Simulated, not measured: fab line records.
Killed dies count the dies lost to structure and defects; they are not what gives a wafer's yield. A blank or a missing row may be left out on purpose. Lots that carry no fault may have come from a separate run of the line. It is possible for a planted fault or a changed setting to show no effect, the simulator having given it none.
fab line records    flow nandHarc
record lots=6  wafers=18  lastDay=33
route steps=1302 shown A_BONDPAD@1211 END@1302
lots that met no fault: taken from a fault-free run of the same line
startH: hours from the record's opening day to when the first of the lot's shown wafers began    waitH: hours since the lot's step before    " repeats the value in the row above    L1.1+2: a row that stands for several wafers    - no value, or no start given    * or withheld: withheld    < > ~ a bound
route shown NAME@n: a module of which the file shows steps, and the number in the route of the first    usual: mean/standard deviation taken from wafers without a fault    same: alike in all rows    chamber/n: place in a boat    sites: the reading at each site    _std_site: standard deviation across them    _edge_site: outer sites' mean less inner sites'    radiusMm: how far each site lies from the wafer's centre    mask NAME#n: copy n    behind: the last tool/chamber to shape the wafer    hold: what put the lot on hold/how long, in hours/how the hold closed    device: whichever transistor did not switch (one of n, p or np)    end of line: at the end of the route, the tests of the same wafers    a step without rows: its recipe alone    killed: not the wafer's yield, but the dies lost to structure and defects at the first sort    map: shows each die of a wafer: x if killed, . if not, _ if none is there
set.NAME: the setting as run; set.NAME@STEP: as run at that earlier step    model.NAME: the simulator's own value behind a step, which no gauge read
lots at selected steps of the route; one table per step, one row per wafer
services: from which hour (startH, from the record's first day; less than 0 if before it) a tool's chamber was out of use, for how many hours, and why
## steps
# step NHARC_A_BONDPAD_EBR_05
# step NHARC_A_BONDPAD_EXPOSE_06
# recipe na=0.55  doseMj=36.99  maskId=A_BPAD
# step NHARC_A_BONDPAD_PEB_07
# recipe pebTempC=128  pebTimeS=80
# step NHARC_A_BONDPAD_DEVELOP_08
# recipe timeS=50  devTempC=22
# step NHARC_A_BONDPAD_CD_MEAS_09
# recipe targetCdNm=500  landingEnergyEv=500
# usual cdNm=500.2/1.9
lot.wafer  tool      chamber  startH  waitH  cdNm
L705.1     cdSem-01  0        579.21  -      500.0
L705.4     "         0        "       "      502.6
L705.6     "         0        "       "      500.2
L713.4     cdSem-01  0        639.16  -      500.9
L713.5     "         0        "       "      500.0
L713.6     "         0        "       "      502.6
L716.3     cdSem-02  0        678.75  -      495.6
L716.5     "         0        "       "      497.2
L716.6     "         0        "       "      499.7
L718.4     cdSem-01  0        683.51  -      498.2
L718.5     "         0        "       "      502.9
L718.6     "         0        "       "      498.9
L725.3     cdSem-03  0        767.37  -      501.1
L725.5     "         0        "       "      497.9
L725.6     "         0        "       "      500.9
L726.1     cdSem-01  0        768.09  -      497.4
L726.3     "         0        "       "      496.1
L726.5     "         0        "       "      499.5
# step NHARC_A_BONDPAD_OVL_MEAS_35
# usual overlayXNm=1/7.3  overlayYNm=-1/6
lot.wafer  tool        chamber  startH  waitH  overlayXNm  overlayYNm
L705.1     overlay-02  -        579.30  -      2           -3
L705.4     "           -        "       "      3           -4
L705.6     "           -        "       "      3           -3
L713.4     overlay-01  -        639.24  -      9           -12
L713.5     "           -        "       "      8           -12
L713.6     "           -        "       "      8           -12
L716.3     overlay-01  -        678.84  -      -1          0
L716.5     "           -        "       "      -1          1
L716.6     "           -        "       "      0           0
L718.4     overlay-02  -        683.59  -      0           8
L718.5     "           -        "       "      0           9
L718.6     "           -        "       "      -1          9
L725.3     overlay-02  -        767.45  -      11          -5
L725.5     "           -        "       "      12          -5
L725.6     "           -        "       "      11          -5
L726.1     overlay-01  -        768.18  -      0           -6
L726.3     "           -        "       "      0           -6
L726.5     "           -        "       "      0           -6
# step NHARC_A_BONDPAD_HARDBAKE_10
# recipe tempC=118  timeS=65
# step NHARC_A_BONDPAD_DESCUM_11
# recipe timeS=3  o2FlowSccm=200  arFlowSccm=0  biasPowerW=0  chemistry=O2
# usual drypumpMotorCurrentA=5.6/0.36  oesProductAu=1.000/0.011  rfVppV=57.8/0.87  showerheadPlenumPTorr=1.90/0.091  throttleValvePct=11.313/0.0092
lot.wafer  tool        chamber  startH  waitH  drypumpMotorCurrentA  oesProductAu  rfHoursCounterH  rfVppV  showerheadPlenumPTorr  throttleValvePct
L705.1     rieDiel-08  0        579.43  -      5.3                   0.996         11               57.1    1.77                   11.307
L705.6     "           3        "       "      5.8                   1.003         -                56.7    1.86                   11.300
L705.4     "           0        "       "      5.3                   1.007         -                57.8    1.77                   11.311
L713.4     rieDiel-10  0        639.40  -      5.7                   1.001         -                57.7    1.93                   11.303
L713.6     "           1        "       "      5.7                   1.008         -                57.9    1.79                   11.324
L713.5     "           3        "       "      5.0                   0.988         -                58.5    2.04                   11.317
L716.3     rieDiel-13  0        678.97  -      5.4                   0.998         31               57.8    2.07                   11.308
L716.6     "           3        "       "      5.7                   1.000         -                58.2    1.89                   11.321
L716.5     "           0        "       "      5.4                   1.002         -                58.4    2.07                   11.305
L718.4     rieDiel-10  3        683.73  -      5.0                   0.992         2                57.1    2.04                   11.308
L718.6     "           1        "       "      5.7                   1.015         -                57.2    1.79                   11.305
L718.5     "           2        "       "      5.9                   1.008         -                56.7    1.86                   11.321
L725.3     rieDiel-10  0        767.57  -      5.6                   0.983         4                57.7    1.93                   11.309
L725.6     "           0        "       "      5.6                   0.994         -                56.8    1.93                   11.326
L725.5     "           1        "       "      5.7                   1.001         -                59.2    1.79                   11.312
L726.3     rieDiel-10  3        768.30  -      5.0                   0.987         4                58.1    2.03                   11.314
L726.1     "           2        "       "      5.9                   1.004         3                57.4    1.86                   11.321
L726.5     "           0        "       "      5.6                   0.986         -                55.4    1.93                   11.316
# step NHARC_A_BONDPAD_ETCH_34
# recipe targetDepthA=600  overetchA=180  timeS=65.91  ionEnergyEv=200  n2FlowSccm=150  h2FlowSccm=150  arFlowSccm=0  rfW=400  biasW=150  chemistry=N2/H2
# usual drypumpMotorCurrentA=5.6/0.36  oesProductAu=0.999/0.011  rfVppV=429.9/2.8  showerheadPlenumPTorr=2.02/0.098  throttleValvePct=14.173/0.0086
lot.wafer  tool        chamber  startH  waitH  drypumpMotorCurrentA  oesProductAu  rfHoursCounterH  rfVppV  showerheadPlenumPTorr  throttleValvePct
L705.1     rieDiel-08  1        579.54  0.1    5.8                   0.996         11               427.8   2.03                   14.187
L705.6     "           0        "       "      5.3                   1.004         -                425.1   1.89                   14.181
L705.4     "           1        "       "      5.8                   0.997         -                429.8   2.03                   14.164
L713.6     rieDiel-10  0        639.49  0.1    5.7                   0.992         -                431.0   2.06                   14.189
L713.5     "           1        "       "      5.7                   1.011         -                425.8   1.91                   14.156
L713.4     "           3        "       "      5.0                   0.989         -                433.3   2.17                   14.184
L716.3     rieDiel-13  3        679.23  0.3    5.8                   1.006         28               431.1   2.01                   14.172
L716.6     "           1        "       "      6.2                   1.015         -                428.3   1.92                   14.187
L716.5     "           2        "       "      6.3                   0.990         -                428.1   1.91                   14.173
L718.4     rieDiel-10  1        683.81  0.1    5.7                   1.013         2                427.0   1.91                   14.171
L718.5     "           3        "       "      5.0                   1.001         -                433.6   2.17                   14.169
L718.6     "           0        "       "      5.6                   0.974         -                430.6   2.06                   14.164
L725.3     rieDiel-10  0        767.68  0.1    5.6                   0.998         4                429.7   2.06                   14.173
L725.6     "           1        "       "      5.7                   1.014         -                426.8   1.91                   14.194
L725.5     "           2        "       "      5.9                   0.997         -                429.7   1.99                   14.182
L726.1     rieDiel-10  1        768.39  0.1    5.7                   1.009         5                427.7   1.91                   14.171
L726.3     "           2        "       "      5.9                   1.004         3                428.8   1.99                   14.171
L726.5     "           2        "       "      5.9                   0.998         -                429.0   1.98                   14.164
# step NHARC_A_BONDPAD_ETCH_12
# recipe targetDepthA=2200  timeS=110  chf3FlowSccm=50  o2FlowSccm=10  arFlowSccm=200  rfW=500  biasW=200  chemistry=CHF3/O2
# usual drypumpMotorCurrentA=5.6/0.37  oesProductAu=0.941/0.022  rfVppV=370.5/2.5  showerheadPlenumPTorr=2.39/0.11  throttleValvePct=20.572/0.0091
lot.wafer  tool        chamber  startH  waitH  drypumpMotorCurrentA  oesProductAu  rfHoursCounterH  rfVppV  showerheadPlenumPTorr  throttleValvePct
L705.1     rieDiel-08  0        -       -      5.3                   0.955         11               366.9   2.24                   20.583
L705.6     "           1        "       "      5.8                   0.944         -                370.0   2.39                   20.590
L705.4     "           0        "       "      5.3                   0.950         -                366.7   2.23                   20.577
L713.6     rieDiel-10  0        -       -      5.6                   0.940         -                370.3   2.42                   20.574
L713.5     "           1        "       "      5.7                   0.966         -                367.4   2.26                   20.578
L713.4     "           3        "       "      5.0                   0.931         -                373.1   2.55                   20.560
L716.3     rieDiel-13  1        -       -      6.2                   0.939         31               367.1   2.27                   20.561
L716.6     "           0        "       "      5.4                   0.925         -                375.0   2.58                   20.559
L716.5     "           1        "       "      6.2                   0.935         -                368.2   2.27                   20.564
L718.4     rieDiel-10  1        -       -      5.7                   0.929         2                367.3   2.26                   20.568
L718.5     "           0        "       "      5.6                   0.908         -                373.8   2.42                   20.574
L718.6     "           1        "       "      5.7                   0.927         -                367.1   2.26                   20.568
L725.3     rieDiel-10  3        -       -      5.0                   0.957         4                373.3   2.55                   20.575
L725.6     "           2        "       "      5.9                   0.960         -                369.6   2.34                   20.569
L725.5     "           3        "       "      5.0                   0.957         -                374.9   2.55                   20.567
L726.1     rieDiel-10  1        -       -      5.7                   0.935         5                369.2   2.26                   20.568
L726.3     "           2        "       "      5.9                   0.923         4                370.3   2.34                   20.568
L726.5     "           0        "       "      5.7                   0.920         -                370.8   2.42                   20.565
# step NHARC_A_BONDPAD_CD_MEAS_13
# usual cdNm=499.0/2
lot.wafer  tool      chamber  startH  waitH  cdNm
L705.1     cdSem-01  -        579.79  -      500.2
L705.4     "         -        "       "      502.6
L705.6     "         -        "       "      498.5
L713.4     cdSem-01  -        639.74  -      498.0
L713.5     "         -        "       "      498.5
L713.6     "         -        "       "      501.2
L716.3     cdSem-02  -        679.45  -      495.0
L716.5     "         -        "       "      495.9
L716.6     "         -        "       "      499.8
L718.4     cdSem-03  -        684.04  -      496.5
L718.5     "         -        "       "      501.5
L718.6     "         -        "       "      497.4
L725.3     cdSem-02  -        767.90  -      499.4
L725.5     "         -        "       "      497.5
L725.6     "         -        "       "      498.7
L726.1     cdSem-02  -        768.62  -      496.4
L726.3     "         -        "       "      494.1
L726.5     "         -        "       "      498.1
# step NHARC_A_BONDPAD_STRIP_15
# recipe o2FlowSccm=500  arFlowSccm=0  biasW=0  chemistry=O2
# usual drypumpMotorCurrentA=5.7/0.38  oesProductAu=1.000/0.011  rfVppV=57.7/0.94  showerheadPlenumPTorr=3.50/0.17  throttleValvePct=17.036/0.0085
lot.wafer  tool        chamber  startH  waitH  drypumpMotorCurrentA  oesProductAu  rfHoursCounterH  rfVppV  showerheadPlenumPTorr  throttleValvePct
L705.1     rieDiel-10  3        579.87  0.1    5.0                   0.996         4                58.7    3.74                   17.037
L705.4     "           0        "       "      5.7                   1.014         -                57.0    3.56                   17.057
L705.6     "           3        "       "      5.0                   1.003         -                58.8    3.74                   17.041
L713.4     rieDiel-13  0        639.81  0.1    5.4                   0.989         24               58.9    3.79                   17.039
L713.6     "           0        "       "      5.4                   1.001         -                57.9    3.79                   17.048
L713.5     "           1        "       "      6.2                   1.014         -                57.5    3.35                   17.030
L716.3     rieDiel-10  0        679.57  0.1    5.7                   0.972         2                58.4    3.56                   17.045
L716.6     "           1        "       "      5.7                   1.003         -                56.6    3.32                   17.044
L716.5     "           2        "       "      5.9                   1.015         -                56.2    3.44                   17.039
L718.4     rieDiel-10  0        684.12  0.1    5.6                   0.984         2                57.5    3.56                   17.028
L718.6     "           3        "       "      5.0                   0.999         -                58.1    3.74                   17.049
L718.5     "           0        "       "      5.6                   0.989         -                58.8    3.56                   17.023
L725.3     rieDiel-13  2        768.01  0.1    6.3                   0.991         10               57.5    3.32                   17.032
L725.5     "           3        "       "      5.8                   1.005         -                58.0    3.48                   17.045
L725.6     "           0        "       "      5.4                   1.016         -                57.3    3.78                   17.036
L726.3     rieDiel-08  1        768.69  0.1    5.9                   1.004         14               59.1    3.48                   17.023
L726.1     "           3        "       "      5.8                   0.997         13               58.0    3.40                   17.035
L726.5     "           2        "       "      5.9                   1.006         -                58.4    3.40                   17.038
# step NHARC_A_BONDPAD_ETCH_24
# recipe targetDepthA=300  overEtchFrac=0.3  timeS=72.99  ionEnergyEv=150  cf4FlowSccm=50  n2FlowSccm=100  arFlowSccm=150  rfW=300  biasW=100  chemistry=CF4/N2
# usual drypumpMotorCurrentA=5.7/0.38  oesProductAu=0.999/0.01  overEtchFrac=0.3/0  rfVppV=313.9/2.3  showerheadPlenumPTorr=2.60/0.13  throttleValvePct=19.795/0.0097
lot.wafer  tool        chamber  startH  waitH  drypumpMotorCurrentA  oesProductAu  overEtchFrac  rfHoursCounterH  rfVppV  showerheadPlenumPTorr  throttleValvePct
L705.1     rieDiel-10  0        580.11  0.2    5.6                   1.011         0.3           5                314.8   2.65                   19.794
L705.4     "           3        "       "      5.0                   1.010         0.3           -                317.8   2.78                   19.803
L705.6     "           3        "       "      5.0                   0.993         0.3           -                317.8   2.78                   19.816
L713.4     rieDiel-13  2        639.97  -      6.3                   0.990         0.3           22               311.2   2.48                   19.787
L713.6     "           0        "       "      5.4                   0.989         0.3           -                318.1   2.83                   19.813
L713.5     "           1        "       "      6.2                   1.012         0.3           -                311.0   2.49                   19.799
L716.3     rieDiel-10  2        679.67  -      5.9                   1.002         0.3           1                313.1   2.56                   19.780
L716.6     "           2        "       "      5.9                   1.007         0.3           -                314.0   2.56                   19.803
L716.5     "           3        "       "      5.0                   0.989         0.18416       -                317.5   2.78                   19.778
L718.4     rieDiel-10  3        684.27  -      5.0                   0.992         0.18416       2                318.3   2.78                   19.795
L718.6     "           0        "       "      5.6                   0.994         0.3           -                314.4   2.65                   19.790
L718.5     "           1        "       "      5.7                   1.020         0.3           -                313.2   2.47                   19.814
L725.3     rieDiel-13  2        768.11  -      6.2                   0.985         0.3           10               312.3   2.47                   19.797
L725.5     "           2        "       "      6.3                   0.985         0.3           -                311.1   2.47                   19.796
L725.6     "           3        "       "      5.8                   0.994         0.3           -                313.7   2.59                   19.789
L726.3     rieDiel-08  0        768.85  -      5.2                   1.009         0.3           13               318.9   2.83                   19.809
L726.1     "           1        "       "      5.8                   0.998         0.3           14               312.5   2.59                   19.808
L726.5     "           3        "       "      5.8                   1.001         0.3           -                312.5   2.53                   19.795
# step NHARC_A_BONDPAD_STRIP_16
# recipe timeS=600  tempC=30  chemistry=postEtchResidueRemover
# step NHARC_END_SORT_01
# recipe tempC=25
# usual defectLimitedYield=92.0/2.6  killedAtArray=49/18  killedAtOther=0.8/1  killedAtPeriphery=4.2/2.8  killedDies=54/18  killedOpen=3.0/1.7  killedShort=2.5/1.6  sort_bin_2_pct=2.8/1.2  sort_bin_3_pct=0.6/0.37  sort_bin_4_pct=4.6/1.5  sortNPass=623/18  sortRimYieldPct=92/4.2  sortYieldPct=92.0/2.6
# same grossDies=677  sort_bin_5_pct[%]=0  sort_bin_6_pct[%]=0  sort_bin_7_pct[%]=0  sort_bin_8_pct[%]=0  sortRimNGross=106.00
lot.wafer  tool       chamber  startH  waitH  defectLimitedYield[%]  killedAtArray  killedAtOther  killedAtPeriphery  killedDies  killedOpen  killedShort  sort_bin_2_pct[%]  sort_bin_3_pct[%]  sort_bin_4_pct[%]  sortNPass  sortRimYieldPct[%]  sortYieldPct[%]
L705.1     prober-02  0        613.50  2.5    94.7                   20             1              15                 36          0           3            1.8                0.1                3.4                641        92                  94.7
L705.4     prober-02  0        615.87  3.4    94.5                   22             2              13                 37          4           3            1.5                0.1                3.8                640        96                  94.5
L705.6     prober-02  0        617.45  3.9    95.4                   23             1              7                  31          5           1            0.9                0.4                3.2                646        95                  95.4
L716.3     prober-02  0        721.03  3.1    92.2                   51             0              2                  53          2           1            3.4                0.4                4.0                624        95                  92.2
L716.5     prober-02  0        722.62  3.7    91.7                   52             0              4                  56          2           6            2.7                0.6                5.0                621        89                  91.7
L716.6     prober-02  0        723.42  4.0    89.8                   65             0              4                  69          6           4            4.4                1.0                4.7                608        92                  89.8
# killed by level:class
L705.1 A_CHANNEL_HOLE_D2:chamberFilmFlake=9 P_CONTACT:chamberFilmFlake=6 P_M1:chamberFilmFlake=6 A_CHANNEL_HOLE_D1:chamberFilmFlake=4 P_BONDPAD:chamberFilmFlake=2 A_ZERO_WELL:chamberFilmFlake=2 A_CHANNEL_FILL_D1:chamberFilmFlake=2 P_M0:geometricParticle:short=1
L705.4 A_CHANNEL_HOLE_D2:chamberFilmFlake=8 P_CONTACT:chamberFilmFlake=6 P_M1:chamberFilmFlake=4 A_CONTACT:chamberFilmFlake=3 THIN_TSV:chamberFilmFlake=2 P_GATE:geometricParticle:short=1 A_ONON_D1:geometricParticle:open=1 A_SGD_CUT:geometricParticle:open=1
L705.6 A_CHANNEL_HOLE_D2:chamberFilmFlake=9 A_CHANNEL_HOLE_D1:chamberFilmFlake=4 P_M1:chamberFilmFlake=3 A_CONTACT:chamberFilmFlake=3 A_BLC:geometricParticle:open=2 P_BONDPAD:chamberFilmFlake=2 P_STI:geometricParticle:open=1 A_CHANNEL_FILL_D1:geometricParticle:open=1
L716.3 A_SLIT:chamberFilmFlake=32 A_STAIRCASE:chamberFilmFlake=4 A_CHANNEL_HOLE_D1:chamberFilmFlake=4 A_DECK1_JOINT:chamberFilmFlake=3 A_CONTACT:chamberFilmFlake=3 A_CHANNEL_HOLE_D2:chamberFilmFlake=2 A_ONON_D2:geometricParticle:open=1 A_CHANNEL_FILL_D2:geometricParticle:open=1
L716.5 A_SLIT:chamberFilmFlake=18 A_STAIRCASE:chamberFilmFlake=10 A_CONTACT:chamberFilmFlake=8 A_CHANNEL_HOLE_D1:chamberFilmFlake=6 A_DECK1_JOINT:chamberFilmFlake=3 A_CHANNEL_HOLE_D1:geometricParticle:short=2 A_CHANNEL_FILL_D2:geometricParticle:short=2 P_BONDPAD:chamberFilmFlake=2
L716.6 A_SLIT:chamberFilmFlake=40 A_CHANNEL_HOLE_D1:chamberFilmFlake=6 A_CONTACT:chamberFilmFlake=5 A_STAIRCASE:chamberFilmFlake=4 A_WL_FILL:geometricParticle:short=2 A_DECK1_JOINT:chamberFilmFlake=2 P_M0:geometricParticle:open=1 P_M1:geometricParticle:open=1
## services
tool        chamber  startH  hours  kind
rieDiel-08  2        560.10  45.4   repair
rieDiel-10  1        571.19  13.0   repair
rieDiel-10  0        575.62  -      clean
rieDiel-10  2        575.62  -      clean
rieDiel-10  3        575.62  -      clean
rieDiel-10  -        596.62  9.0    pm
rieDiel-10  0        596.62  9.0    ventCycle
rieDiel-10  1        596.62  9.0    ventCycle
rieDiel-10  2        596.62  9.0    ventCycle
rieDiel-10  3        596.62  9.0    ventCycle
rieDiel-10  0        605.62  -      clean
rieDiel-10  1        605.62  -      clean
rieDiel-10  2        605.62  -      clean
rieDiel-10  3        605.62  -      clean
rieDiel-13  1        618.92  4.5    repair
rieDiel-10  2        626.82  18.7   repair
rieDiel-10  0        630.12  -      clean
rieDiel-10  2        658.02  11.6   repair
rieDiel-08  1        681.62  4.2    repair
rieDiel-13  -        696.40  9.0    pm
rieDiel-08  -        722.91  9.0    pm
rieDiel-10  -        723.19  0.9    repair
rieDiel-08  2        740.51  2.4    repair
rieDiel-08  2        745.24  7.4    repair
## key
firstSign step=NHARC_A_BONDPAD_ETCH_24  reading=overEtchFrac  direction=down  sigmas=99+  usual=0.3  struck=0.18416
effect none on later readings
metAt NHARC_A_BONDPAD_ETCH_24
struckWafers L716.5,L718.4
onsetBetween 580.11 679.67
fault kind=processParameterDrift  tool=rieDiel-10  chamber=3  onsetH=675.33  steps=NHARC_A_BONDPAD_ETCH_24  channel=overEtchFrac  offset=-0.11584  shape=step  endH=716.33  actsIn=theseRecipesOnly  stated=0.3
